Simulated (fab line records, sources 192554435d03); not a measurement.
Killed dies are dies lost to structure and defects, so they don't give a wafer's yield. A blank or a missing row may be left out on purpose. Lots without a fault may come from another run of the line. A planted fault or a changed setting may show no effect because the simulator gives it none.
Which tool did it? | flow n5_finfet | 12 lots, 36 wafers sampled, at 2 steps of a route of 1938

WHAT THE GAUGES READ, wafer by wafer
N5_HKMG_FIN_OVL_MEAS_13.
lot  | measured     | on         | NWFM_OVL (nm)
L075 | day 4 09:17  | overlay-02 | -1.5 -0.6 -1.0
L077 | day 4 19:29  | overlay-02 | 1.1 -0.5 -0.3
L079 | day 5 14:17  | overlay-02 | -0.5 -1.2 0.0
L081 | day 6 01:52  | overlay-02 | 0.1 -0.5 0.4
L083 | day 6 08:50  | overlay-01 | -0.8 -0.6 -1.0
L085 | day 6 21:34  | overlay-01 | -0.5 -0.3 -0.7
L087 | day 7 09:28  | overlay-01 | 0.6 -0.9 0.3
L089 | day 7 21:30  | overlay-02 | 0.0 -0.6 -1.2
L091 | day 8 09:18  | overlay-01 | -0.2 -0.4 0.5
L093 | day 8 23:32  | overlay-01 | -0.4 0.3 0.6
L095 | day 9 10:17  | overlay-01 | 0.8 -0.7 -1.0
L097 | day 10 00:07 | overlay-01 | 0.5 0.9 0.0

WHICH TOOL RAN EACH LOT (tool, then ch and the chambers of the sampled wafers, then the start)
lot  | N5_HKMG_FIN_DESCUM_53
L075 | rie_diel-04 ch 1,3, day 4 05:59
L077 | rie_diel-03 ch 0,1,3, day 4 16:07
L079 | rie_diel-06 ch 1,3, day 5 10:58
L081 | rie_diel-04 ch 0,1,3, day 5 22:40
L083 | rie_diel-04 ch 2,3, day 6 05:27
L085 | rie_diel-06 ch 0,2, day 6 18:14
L087 | rie_diel-03 ch 0,1,3, day 7 05:58
L089 | rie_diel-06 ch 1,2,3, day 7 18:09
L091 | rie_diel-03 ch 1,2,3, day 8 05:59
L093 | rie_diel-06 ch 0,1,3, day 8 20:12
L095 | rie_diel-06 ch 2,3, day 9 06:42
L097 | rie_diel-04 ch 2,3, day 9 20:56
- N5_HKMG_FIN_DESCUM_53: chemistry O2, time 7.9 s.

THE ANSWER, worked out from the rows above alone
Rule: what is usual is taken from the lots themselves. Put in order of their means at a reading, lots are off if they are a third of the lots or fewer, leave a main group of 4 or more, and stand apart from it by a gap of 3 or more times the standard deviation of the main group's means; of several such gaps the widest counts. A main group whose means are all the same, to the digits that the tables above print for the reading, isn't used. A lot without any number at a reading at which 4 lots or more have one is off too. The other lots that the step has rows for count as sound.
No lot is off at any reading shown: from this, nothing can be told.

WHAT THE SIMULATOR HAD PUT IN
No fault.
